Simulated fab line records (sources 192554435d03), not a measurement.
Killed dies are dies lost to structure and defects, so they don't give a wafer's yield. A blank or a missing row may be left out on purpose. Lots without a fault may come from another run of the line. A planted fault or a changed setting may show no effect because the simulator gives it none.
Chamber matching + flow n5-finfet + N5_BEOL_M3_STRIP_19 on rie-diel-01 has 4 sister chambers
The step strips in O2. 16 wafers are shown with their chamber, then 8 later ones without.

== WAFERS, EACH WITH ITS CHAMBER ==
| wafer  | chamber | drypump-motor-current-A (A) | throttle-valve-pct (%) | showerhead-plenum-p-Torr (Torr) |
|--------|---------|-----------------------------|------------------------|---------------------------------|
| L083.1 | 1       | 5.8                         | 16.46                  | 2.23                            |
| L083.2 | 3       | 4.9                         | 16.23                  | 2.14                            |
| L083.4 | 3       | 4.9                         | 16.21                  | 2.15                            |
| L085.2 | 2       | 6.3                         | 16.97                  | 2.16                            |
| L085.4 | 1       | 5.8                         | 16.46                  | 2.22                            |
| L085.6 | 3       | 4.9                         | 16.23                  | 2.14                            |
| L088.2 | 3       | 4.9                         | 16.24                  | 2.14                            |
| L088.3 | 0       | 6.0                         | 16.49                  | 2.15                            |
| L088.5 | 2       | 6.3                         | 16.97                  | 2.16                            |
| L090.1 | 3       | 4.9                         | 16.25                  | 2.14                            |
| L090.3 | 0       | 6.0                         | 16.51                  | 2.15                            |
| L090.6 | 1       | 5.8                         | 16.48                  | 2.22                            |
| L094.2 | 2       | 6.4                         | 17.00                  | 2.15                            |
| L094.3 | 1       | 5.8                         | 16.50                  | 2.22                            |
| L094.4 | 3       | 4.9                         | 16.27                  | 2.14                            |
| L095.1 | 2       | 6.3                         | 17.01                  | 2.15                            |

SIGNATURES (averages over the wafers above)
| reading                  | chamber 0 | chamber 1 | chamber 2 | chamber 3 | scatter within a chamber |
|--------------------------|-----------|-----------|-----------|-----------|--------------------------|
| drypump-motor-current-A  | 6.000     | 5.800     | 6.325     | 4.900     | 0.025                    |
| throttle-valve-pct       | 16.5000   | 16.4750   | 16.9875   | 16.2383   | 0.0197                   |
| showerhead-plenum-p-Torr | 2.1500    | 2.2225    | 2.1550    | 2.1417    | 0.00464                  |
Rule: for a wafer and a chamber, the distance is found by dividing, reading by reading, the gap between the wafer's reading and the chamber's mean by the reading's scatter, squaring, summing and taking the root. The wafer belongs to the nearest chamber; if the next one is less than 2 further off, it can't be placed. How the scatter is found: for the shown wafers, subtract from each reading the mean of its chamber, square and add these, divide the total by (wafers less chambers), then take the root.

== WAFERS WITH NO CHAMBER GIVEN ==
| wafer  | drypump-motor-current-A (A) | throttle-valve-pct (%) | showerhead-plenum-p-Torr (Torr) |
|--------|-----------------------------|------------------------|---------------------------------|
| L095.3 | 5.8                         | 16.51                  | 2.22                            |
| L095.4 | 4.9                         | 16.27                  | 2.14                            |
| L096.2 | 4.9                         | 16.27                  | 2.13                            |
| L096.3 | 6.0                         | 16.53                  | 2.15                            |
| L096.6 | 5.8                         | 16.49                  | 2.22                            |
| L097.1 | 4.9                         | 16.27                  | 2.13                            |
| L097.4 | 5.8                         | 16.52                  | 2.22                            |
| L097.5 | 4.9                         | 16.27                  | 2.13                            |

== WHICH CHAMBER EACH WENT THROUGH ==
| wafer  | from the rows above | in truth |
|--------|---------------------|----------|
| L095.3 | 1                   | 1        |
| L095.4 | 3                   | 3        |
| L096.2 | 3                   | 3        |
| L096.3 | 0                   | 0        |
| L096.6 | 1                   | 1        |
| L097.1 | 3                   | 3        |
| L097.4 | 1                   | 1        |
| L097.5 | 3                   | 3        |
8 of 8 placed correctly. Left unplaced by these rows: 0. Number placed wrongly: 0.
